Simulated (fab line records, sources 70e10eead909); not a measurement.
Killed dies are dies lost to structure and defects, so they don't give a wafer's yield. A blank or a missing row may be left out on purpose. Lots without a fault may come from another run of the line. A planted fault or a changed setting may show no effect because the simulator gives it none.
Chamber matching | flow nand_harc | NHARC_P_ZERO_WELL_DESCUM_26 on rie_diel-01: 4 sister chambers
The step chemistry O2, time 3 s. 20 wafers are shown with their chamber, then 10 later ones without.

WAFERS WITH THEIR CHAMBER
wafer  | chamber | drypump_motor_current_A (A) | rf_vpp_V (V) | oes_product_au (a.u.)
L074.1 | 1       | 6.5                         | 58.8         | 1.006
L074.2 | 3       | 5.8                         | 56.6         | 1.015
L074.5 | 0       | 5.8                         | 57.9         | 1.015
L075.1 | 2       | 5.1                         | 57.2         | 1.003
L075.3 | 3       | 5.9                         | 60.7         | 1.014
L075.6 | 3       | 5.9                         | 58.1         | 1.019
L078.2 | 1       | 6.6                         | 58.7         | 1.010
L078.3 | 0       | 5.8                         | 57.0         | 1.002
L078.5 | 3       | 5.9                         | 58.6         | 1.014
L079.3 | 3       | 5.9                         | 60.0         | 1.004
L079.4 | 2       | 5.2                         | 56.7         | 1.001
L079.5 | 2       | 5.2                         | 56.6         | 0.997
L082.2 | 3       | 5.9                         | 58.9         | 1.018
L082.4 | 3       | 5.9                         | 59.4         | 1.017
L082.6 | 0       | 5.9                         | 57.0         | 0.994
L085.1 | 3       | 5.9                         | 57.2         | 1.011
L085.3 | 0       | 5.8                         | 58.3         | 0.998
L085.6 | 3       | 5.9                         | 56.4         | 1.006
L088.1 | 3       | 5.9                         | 58.8         | 1.011
L088.3 | 0       | 5.9                         | 58.0         | 1.007

SIGNATURES (means of the wafers above)
reading                 | chamber 0 | chamber 1 | chamber 2 | chamber 3 | scatter within a chamber
drypump_motor_current_A | 5.840     | 6.550     | 5.167     | 5.890     | 0.0452
rf_vpp_V                | 57.640    | 58.750    | 56.833    | 58.470    | 1.11
oes_product_au          | 1.00320   | 1.00800   | 1.00033   | 1.01290   | 0.00567
Rule: a wafer's distance from a chamber is the root of the sum, over the readings, of the square of ((its reading less the chamber's mean) divided by the reading's scatter). The wafer belongs to the nearest chamber; if the next one is less than 2 further off, it can't be placed. The scatter: the root of (the sum of the squares of (reading less its chamber's mean) over the shown wafers, divided by (wafers less chambers)).

WAFERS WITHOUT THEIR CHAMBER
wafer  | drypump_motor_current_A (A) | rf_vpp_V (V) | oes_product_au (a.u.)
L088.5 | 5.1                         | 57.1         | 1.004
L089.2 | 5.9                         | 58.7         | 1.011
L089.4 | 5.9                         | 57.6         | 1.000
L089.6 | 5.2                         | 56.6         | 1.010
L090.1 | 5.9                         | 59.2         | 1.011
L090.3 | 6.5                         | 58.3         | 1.015
L090.4 | 5.9                         | 58.3         | 1.001
L092.3 | 6.6                         | 58.6         | 1.018
L092.4 | 5.8                         | 56.6         | 0.987
L092.5 | 5.9                         | 58.4         | 1.009

WHICH CHAMBER EACH WENT THROUGH
wafer  | from the rows above     | in truth
L088.5 | 2                       | 2
L089.2 | can't be placed: 3 or 0 | 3
L089.4 | can't be placed: 0 or 3 | 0
L089.6 | 2                       | 2
L090.1 | can't be placed: 3 or 0 | 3
L090.3 | 1                       | 1
L090.4 | can't be placed: 0 or 3 | 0
L092.3 | 1                       | 1
L092.4 | 0                       | 0
L092.5 | can't be placed: 3 or 0 | 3
Placed correctly: 5 of 10. Can't be placed from these rows: 5 (the true chamber is among the candidates in 5). Placed wrongly: 0.
